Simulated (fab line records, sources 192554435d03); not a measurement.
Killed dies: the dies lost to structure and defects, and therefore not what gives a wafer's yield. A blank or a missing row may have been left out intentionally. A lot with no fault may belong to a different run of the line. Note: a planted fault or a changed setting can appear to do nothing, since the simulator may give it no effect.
Problem report, 8D (eight disciplines) form, completed by code | flow n5 finfet | the parts of the form that need people (team, actions taken, sign-off) are left out

== 1. THE PROBLEM ==
At N5_BEOL_M0_SAQP_COAT_69, spin speed rpm averages 1542.8 rpm over 6 wafers from 2 lots, while fault-free wafers read 1500.1 rpm, standard deviation 0.93. That is +46 standard deviations from the usual mean.
The step: time 60 s, resist thk 90 nm.
The first sign was on wafer L419.2 at day 9 14:28, on litho track-02. At this step, 27 wafers from 9 lots have a number in the record. Rule for "out" (also "out of limits"): further than 4 standard deviations from the usual mean. The other wafers with a number count as sound.

== 2. WHAT IT IS AND WHAT IT IS NOT ==
question                    | is                     | is not
which readings at this step | spin speed rpm         | -
which lots                  | L419, L420             | L405, L408, L409, L414, L423, L424, L426
which wafers of those lots  | all that have a number | -
read on which tools         | litho track-02         | litho track-03, litho track-05
when                        | from day 9 14:28       | up to then (12 sound wafers); but 9 sound wafers of L423, L424, L426 came after

== 3. THE SUSPECTS, EACH WITH WHAT RULES IT OUT ==
Counting: any tool at a process step up to the reading is kept as a suspect provided that every lot that is out went through it and no sound lot did after the first of them.
- litho track-02 at N5_BEOL_M0_SAQP_COAT_69 (time 60 s, resist thk 90 nm): kept. All lots that are out passed through it, beginning with L419 at day 9 14:28, and no sound lot followed; its final sound lot before that point was L414 at day 8 13:07. On those wafers its own readings are out: spin speed rpm.
After counting, what remains is litho track-02 at N5_BEOL_M0_SAQP_COAT_69.

== 4. THE CAUSE (what the simulator had put in) ==
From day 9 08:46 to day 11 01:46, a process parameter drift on litho track-02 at N5_BEOL_M0_SAQP_COAT_69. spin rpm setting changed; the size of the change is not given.
Only this tool survived the counting.

== 5. THE CHAIN OF EFFECTS, in route order ==
Rows list readings where the struck wafers' mean (over those with a number) sits beyond 3 standard deviations from the usual. Only readings whose record carries a usual standard deviation are examined. hours: median over the lots of the time between each lot's start at the first step of this table that gives one and its start at this step. sigmas: the change, counted in usual standard deviations.
hours | step                    | reading        | usual      | on struck wafers | change | sigmas
0     | N5_BEOL_M0_SAQP_COAT_69 | spin speed rpm | 1500.1 rpm | 1542.8           | +42.7  | +46
The process steps in it:
- N5_BEOL_M0_SAQP_COAT_69: time 60 s, resist thk 90 nm.
At these later measuring or inspecting steps, every struck wafer for which the step has a row has a number for every such reading, and none has moved that far: N5_BEOL_M4_RC_MEAS_101.

== 6. HOW IT WOULD HAVE BEEN CAUGHT EARLIER ==
In this record no reading fell out of limits until day 9 14:28, 6 hours after the fault had begun at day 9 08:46.
